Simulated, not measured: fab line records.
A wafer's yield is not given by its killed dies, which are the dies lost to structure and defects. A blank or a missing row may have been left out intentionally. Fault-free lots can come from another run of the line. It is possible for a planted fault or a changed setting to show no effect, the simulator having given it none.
Which tool did it? | flow nand harc | 30 wafers from 10 lots sampled at 5 of the route's 1159 steps

## WHAT THE GAUGES READ, wafer by wafer
NHARC_A_WL_FILL_INSPECT_15.
lot  | measured     | on                | raw defect count
L075 | day 16 11:28 | defect inspect-01 | 416 422 317
L079 | day 17 11:27 | defect inspect-01 | 308 316 356
L078 | day 17 04:55 | defect inspect-02 | 511 309 738
L082 | day 18 10:13 | defect inspect-01 | 418 594 489
L085 | day 19 02:41 | defect inspect-02 | 336 271 309
L086 | day 19 02:36 | defect inspect-01 | 399 252 250
L088 | day 20 02:08 | defect inspect-02 | 376 375 480
L092 | day 20 07:05 | defect inspect-01 | 439 338 314
L094 | day 21 04:50 | defect inspect-01 | 264 273 445
L095 | day 21 18:34 | defect inspect-01 | 290 343 234

## WHICH TOOL RAN EACH LOT (tool, then ch and the chambers of the sampled wafers, then the start)
lot  | NHARC_A_STAIRCASE_HM_OPEN_463                 | NHARC_A_STAIRCASE_ETCHBACK_422     | NHARC_A_SGD_CUT_ETCH_15                       | NHARC_A_WL_FILL_STRIP_29
L075 | rie diel-11 ch 0,1,2, day 13 21:47 or earlier | rie diel-07 ch 0,1,2, day 13 21:47 | rie diel-01 ch 0,2,3, day 15 21:58 or earlier | rie diel-09 ch 0,2,3, day 15 21:58
L079 | rie diel-03 ch 0,2,3, day 14 19:09 or earlier | rie diel-07 ch 2,3, day 14 19:09   | rie diel-01 ch 0,1,3, day 16 20:22 or earlier | rie diel-13 ch 0,1,3, day 16 20:22
L078 | rie diel-07 ch 1,3, day 14 19:24 or earlier   | rie diel-11 ch 0,1, day 14 19:24   | rie diel-04 ch 2,3, day 16 17:22 or earlier   | rie diel-09 ch 1,3, day 16 17:22
L082 | rie diel-07 ch 2,3, day 15 19:01 or earlier   | rie diel-03 ch 1,2,3, day 15 19:01 | rie diel-04 ch 0,2,3, day 17 22:58 or earlier | rie diel-09 ch 1,2, day 17 22:58
L085 | rie diel-07 ch 2,3, day 16 20:20 or earlier   | rie diel-03 ch 0,1,2, day 16 20:20 | rie diel-10 ch 2,3, day 18 16:19 or earlier   | rie diel-09 ch 2,3, day 18 16:19
L086 | rie diel-07 ch 0,2,3, day 16 17:05 or earlier | rie diel-11 ch 0,1,2, day 16 17:05 | rie diel-01 ch 1,2,3, day 18 15:23 or earlier | rie diel-09 ch 0,1,3, day 18 15:23
L088 | rie diel-03 ch 1,2, day 17 19:53 or earlier   | rie diel-07 ch 2,3, day 17 19:53   | rie diel-10 ch 2,3, day 19 14:56 or earlier   | rie diel-09 ch 1,2,3, day 19 14:56
L092 | rie diel-07 ch 0,1,2, day 18 02:42 or earlier | rie diel-11 ch 0,1,2, day 18 02:42 | rie diel-01 ch 1,2,3, day 19 18:31 or earlier | rie diel-13 ch 0,1,2, day 19 18:31
L094 | rie diel-07 ch 1,2,3, day 18 21:46 or earlier | rie diel-07 ch 1,2,3, day 18 21:46 | rie diel-04 ch 0,1,2, day 20 16:00 or earlier | rie diel-06 ch 0,2,3, day 20 16:00
L095 | rie diel-11 ch 0,1,2, day 19 11:05 or earlier | rie diel-11 ch 1,2,3, day 19 11:05 | rie diel-01 ch 0,3, day 21 03:17 or earlier   | rie diel-13 ch 1,2, day 21 03:17
- NHARC_A_STAIRCASE_HM_OPEN_463: chemistry O2/COS.
- NHARC_A_STAIRCASE_ETCHBACK_422: etches the open film in CH3F/O2, target depth 40 nm, time 74.286 s.
- NHARC_A_SGD_CUT_ETCH_15: etches the open film in CH3F/O2, target depth 75 nm, time 64.3 s.
- NHARC_A_WL_FILL_STRIP_29: strips in O2, time 20 s.

## THE ANSWER, worked out from the rows above alone
Rule: the lots themselves supply what counts as usual. The widest of any qualifying gaps counts: lots, ordered by their means at a reading, are off when they make up no more than a third of the lots, leave a main group of 4 or more, and stand apart from it by 3 or more times the standard deviation of that group's means. The tables above print the reading to a certain number of digits; a main group whose means all agree to those digits is not used. A lot without any number at a reading at which 4 lots or more have one is off too. All remaining lots with rows at the step are treated as sound.
No lot is off at any reading shown: from this, nothing can be told.

## WHAT THE SIMULATOR PUT IN
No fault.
